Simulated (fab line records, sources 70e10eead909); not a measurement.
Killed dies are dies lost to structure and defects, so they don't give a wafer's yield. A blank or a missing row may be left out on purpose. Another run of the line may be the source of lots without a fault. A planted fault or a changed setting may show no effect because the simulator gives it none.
Tool commonality check	flow nand-harc	1 lot, 3 wafers sampled

## REASON IT WAS OPENED
At NHARC_END_SORT_01 the reading killed-at-periphery is flagged on 1 of 1 lot. No-fault wafers: 4.0, standard deviation 2.6.
Rule: a lot gets a flag if all its wafers with a number sit over 4 standard deviations from that mean, or if no wafer of it has a number. The other lots count as sound.

lot	measured	on	killed-at-periphery, wafer by wafer	flag
L963	day 28 16:09	prober-01	591 578 584	FLAGGED
The numbers of the flagged lots are 584.3 on average: +580.3 against the usual, or +99 or more standard deviations.

## EACH LOT AND THE TOOL IT RAN ON
The record holds 2 process steps before the reading, out of a route of 1302 steps. Every cell lists first the tool, next ch and the chambers used by the sampled wafers, and last the start.
lot	flag	NHARC_P_ZERO_WELL_DESCUM_26	NHARC_P_ZERO_WELL_EXPOSE_49
L963	FLAGGED	rie-diel-02 ch 1,2,3, day 6 02:47	krf-scanner-01 ch 0, day 6 05:45
These steps, and what they do:
- NHARC_P_ZERO_WELL_DESCUM_26: chemistry O2, time 3 s.
- NHARC_P_ZERO_WELL_EXPOSE_49: exposes mask P HVPW, target cd 2000 nm.
- NHARC_END_SORT_01

## FLAGGED AGAINST TOTAL, ONE TOOL AT A TIME (gauges that did the reading follow at the end)
step	tool	lots run	flagged	share of the flagged lots	sound lots run after its first flagged lot
NHARC_P_ZERO_WELL_DESCUM_26	rie-diel-02	1	1	all	0
NHARC_P_ZERO_WELL_EXPOSE_49	krf-scanner-01	1	1	all	0
NHARC_END_SORT_01	prober-01	1	1	all	0

## THE TABLE: WHAT IT ALLOWS
Every flagged lot was run by 3 rows of the table: rie-diel-02 at NHARC_P_ZERO_WELL_DESCUM_26, krf-scanner-01 at NHARC_P_ZERO_WELL_EXPOSE_49 and prober-01 at NHARC_END_SORT_01.
- rie-diel-02 at NHARC_P_ZERO_WELL_DESCUM_26: 1 of its 1 lot flagged. It ran no sound lot before its first flagged lot in this sample, so the start can't be narrowed down.
- krf-scanner-01 at NHARC_P_ZERO_WELL_EXPOSE_49: 1 of its 1 lot flagged. It ran no sound lot before its first flagged lot in this sample, so the start can't be narrowed down.
- prober-01 at NHARC_END_SORT_01: 1 of its 1 lot flagged. It ran no sound lot before its first flagged lot in this sample, so the start can't be narrowed down.
Counting lots can't tell these 3 tools apart, because each fits a fault that began at some hour. More lots, or a look at what each step does to the wafer, might.

## WHAT HAD BEEN PUT IN BY THE SIMULATOR
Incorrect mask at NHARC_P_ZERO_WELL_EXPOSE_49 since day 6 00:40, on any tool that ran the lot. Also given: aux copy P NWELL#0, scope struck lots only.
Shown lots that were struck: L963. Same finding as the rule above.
